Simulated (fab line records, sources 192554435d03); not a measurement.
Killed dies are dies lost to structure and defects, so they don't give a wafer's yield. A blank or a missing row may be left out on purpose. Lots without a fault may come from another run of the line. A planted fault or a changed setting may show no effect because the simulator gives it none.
Which tool did it? | flow n5_finfet | 24 lots, 72 wafers sampled, at 3 steps of a route of 1938

WHAT THE GAUGES READ, wafer by wafer
N5_BEOL_M1_CD_MEAS_28: target cd y 23.3 nm.
lot  | measured     | on        | cd_nm (nm)
L075 | day 6 01:55  | cd_sem-03 | 24.31 23.94 24.15
L074 | day 6 04:58  | cd_sem-01 | 23.87 23.93 23.91
L076 | day 6 12:09  | cd_sem-02 | 24.62 24.24 24.22
L077 | day 6 18:20  | cd_sem-02 | 23.98 23.99 23.76
L078 | day 7 04:38  | cd_sem-01 | 23.57 23.96 24.27
L079 | day 7 07:22  | cd_sem-02 | 24.50 24.21 23.82
L080 | day 7 11:02  | cd_sem-01 | 23.71 23.94 23.64
L081 | day 7 16:50  | cd_sem-01 | 24.12 23.90 24.02
L082 | day 8 00:59  | cd_sem-02 | 24.30 24.58 24.30
L083 | day 8 07:39  | cd_sem-03 | 23.86 24.23 23.76
L084 | day 8 18:40  | cd_sem-01 | 24.02 23.78 23.96
L085 | day 9 08:11  | cd_sem-02 | 24.36 24.44 24.11
L086 | day 9 15:13  | cd_sem-03 | 24.03 24.04 23.73
L087 | day 10 07:51 | cd_sem-01 | 24.04 23.75 24.13
L088 | day 10 13:07 | cd_sem-01 | 24.08 23.91 23.96
L089 | day 10 14:23 | cd_sem-02 | 24.04 24.37 23.82
L091 | day 10 15:19 | cd_sem-01 | 23.92 24.00 23.60
L090 | day 10 16:46 | cd_sem-03 | 23.82 23.81 24.01
L092 | day 10 17:48 | cd_sem-03 | 24.19 24.21 23.82
L093 | day 11 02:45 | cd_sem-03 | 24.10 23.97 23.83
L094 | day 11 07:31 | cd_sem-03 | 24.34 23.98 23.77
L095 | day 11 13:58 | cd_sem-02 | 24.07 24.62 23.85
L096 | day 11 20:11 | cd_sem-02 | 23.84 23.57 23.88
L097 | day 12 01:40 | cd_sem-03 | 23.90 24.39 23.83

N5_BEOL_M1_INSPECT_30: inspects for defects (brightfield).
lot  | measured     | on                | raw_defect_count
L075 | day 6 02:00  | defect_inspect-01 | 478 541 375
L074 | day 6 05:04  | defect_inspect-02 | 324 529 379
L076 | day 6 12:14  | defect_inspect-01 | 438 552 514
L077 | day 6 18:25  | defect_inspect-01 | 288 351 373
L078 | day 7 04:43  | defect_inspect-01 | 388 461 466
L079 | day 7 07:27  | defect_inspect-02 | 415 464 392
L080 | day 7 11:07  | defect_inspect-01 | 499 389 463
L081 | day 7 16:56  | defect_inspect-01 | 571 366 519
L082 | day 8 01:04  | defect_inspect-01 | 418 302 246
L083 | day 8 07:44  | defect_inspect-01 | 316 274 360
L084 | day 8 18:44  | defect_inspect-01 | 448 485 390
L085 | day 9 08:16  | defect_inspect-01 | 380 301 336
L086 | day 9 15:19  | defect_inspect-02 | 310 414 253
L087 | day 10 07:56 | defect_inspect-02 | 513 472 538
L088 | day 10 13:13 | defect_inspect-02 | 472 414 586
L089 | day 10 14:29 | defect_inspect-02 | 578 470 332
L091 | day 10 15:24 | defect_inspect-01 | 277 299 324
L090 | day 10 16:51 | defect_inspect-02 | 417 290 506
L092 | day 10 17:53 | defect_inspect-02 | 445 732 402
L093 | day 11 02:50 | defect_inspect-01 | 379 394 367
L094 | day 11 07:37 | defect_inspect-01 | 357 331 346
L095 | day 11 14:03 | defect_inspect-02 | 386 351 344
L096 | day 11 20:16 | defect_inspect-02 | 385 328 386
L097 | day 12 01:45 | defect_inspect-01 | 267 301 238

WHICH TOOL RAN EACH LOT (tool, then ch and the chambers of the sampled wafers, then the start)
lot  | N5_BEOL_M1_STRIP_19
L075 | rie_diel-01 ch 0,3, day 6 01:24
L074 | rie_diel-01 ch 1,2,3, day 6 04:35
L076 | rie_diel-03 ch 0,3, day 6 11:38
L077 | rie_diel-01 ch 0,1,2, day 6 17:49
L078 | rie_diel-04 ch 1,2,3, day 7 04:14
L079 | rie_diel-04 ch 0,3, day 7 06:55
L080 | rie_diel-03 ch 1,3, day 7 10:31
L081 | rie_diel-01 ch 1,3, day 7 16:17
L082 | rie_diel-03 ch 1,2, day 8 00:35
L083 | rie_diel-03 ch 2,3, day 8 07:08
L084 | rie_diel-04 ch 0,3, day 8 18:08
L085 | rie_diel-03 ch 0,1,3, day 9 07:40
L086 | rie_diel-03 ch 0,2, day 9 14:42
L087 | rie_diel-01 ch 0,2, day 10 07:20
L088 | rie_diel-04 ch 0,1,2, day 10 12:44
L089 | rie_diel-01 ch 0,2, day 10 13:57
L091 | rie_diel-01 ch 0,1,2, day 10 14:55
L090 | rie_diel-03 ch 0,2, day 10 15:44
L092 | rie_diel-03 ch 0,2,3, day 10 17:26
L093 | rie_diel-03 ch 1,3, day 11 02:22
L094 | rie_diel-01 ch 0,1,3, day 11 06:58
L095 | rie_diel-03 ch 1,2,3, day 11 13:34
L096 | rie_diel-04 ch 1,3, day 11 19:44
L097 | rie_diel-01 ch 0,2,3, day 12 01:09
- N5_BEOL_M1_STRIP_19: strips in O2.

WHAT THE TOOLS THEMSELVES READ (means of the sampled wafers that have a number; where no wafer has one, the mark that the record gives instead)
N5_BEOL_M1_STRIP_19.
lot  | tool        | drypump_motor_current_A (A) | oes_product_au (a.u.) | rf_vpp_V (V) | showerhead_plenum_p_Torr (Torr) | throttle_valve_pct (%)
L075 | rie_diel-01 | 5.4                         | 0.74                  | 3.8          | 2.14                            | 16.55
L074 | rie_diel-01 | 5.5                         | 0.81                  | 3.7          | 2.08                            | 16.44
L076 | rie_diel-03 | 5.8                         | 0.69                  | 3.9          | 2.07                            | 16.68
L077 | rie_diel-01 | 5.3                         | 0.77                  | 3.5          | 2.05                            | 16.56
L078 | rie_diel-04 | 5.7                         | 0.79                  | 3.3          | 2.02                            | 16.40
L079 | rie_diel-04 | 5.4                         | 0.70                  | 4.2          | 2.01                            | 16.68
L080 | rie_diel-03 | 6.1                         | 0.69                  | 3.1          | 2.13                            | 16.99
L081 | rie_diel-01 | 5.7                         | 0.80                  | 3.4          | 2.13                            | 16.42
L082 | rie_diel-03 | 5.4                         | 0.88                  | 3.5          | 2.14                            | 16.49
L083 | rie_diel-03 | 5.2                         | 0.87                  | 3.6          | 2.11                            | 16.42
L084 | rie_diel-04 | 5.4                         | 0.69                  | 3.4          | 2.01                            | 16.70
L085 | rie_diel-03 | 6.0                         | 0.67                  | 3.8          | 2.09                            | 16.79
L086 | rie_diel-03 | 5.3                         | 0.85                  | 3.9          | 2.09                            | 16.29
L087 | rie_diel-01 | 5.1                         | 0.81                  | 3.6          | 2.03                            | 16.53
L088 | rie_diel-04 | 5.9                         | 0.77                  | 3.5          | 2.04                            | 16.55
L089 | rie_diel-01 | 5.0                         | 0.86                  | 3.3          | 2.05                            | 16.41
L091 | rie_diel-01 | 5.3                         | 0.83                  | 3.6          | 2.04                            | 16.44
L090 | rie_diel-03 | 5.4                         | 0.83                  | 3.8          | 2.09                            | 16.31
L092 | rie_diel-03 | 5.6                         | 0.75                  | 3.5          | 2.07                            | 16.53
L093 | rie_diel-03 | 6.1                         | 0.85                  | 3.9          | 2.12                            | 16.76
L094 | rie_diel-01 | 5.4                         | 0.82                  | 3.7          | 2.09                            | 16.40
L095 | rie_diel-03 | 5.7                         | 0.82                  | 3.8          | 2.11                            | 16.61
L096 | rie_diel-04 | 5.5                         | 0.72                  | 3.4          | 1.94                            | 16.56
L097 | rie_diel-01 | 5.2                         | 0.79                  | 3.5          | 2.08                            | 16.51

THE ANSWER, worked out from the rows above alone
Rule: what is usual is taken from the lots themselves. Put in order of their means at a reading, lots are off if they are a third of the lots or fewer, leave a main group of 4 or more, and stand apart from it by a gap of 3 or more times the standard deviation of the main group's means; of several such gaps the widest counts. A main group whose means are all the same, to the digits that the tables above print for the reading, isn't used. A lot without any number at a reading at which 4 lots or more have one is off too. The other lots that the step has rows for count as sound. The gauges are gone through in route order, then the tools' own readings, and for those a lot's mean is taken as printed above. The first step at which some lot is off is used, and at that step the reading that is off furthest; a lot without a number counts as furthest.
No lot is off at any reading shown: from this, nothing can be told.

WHAT THE SIMULATOR HAD PUT IN
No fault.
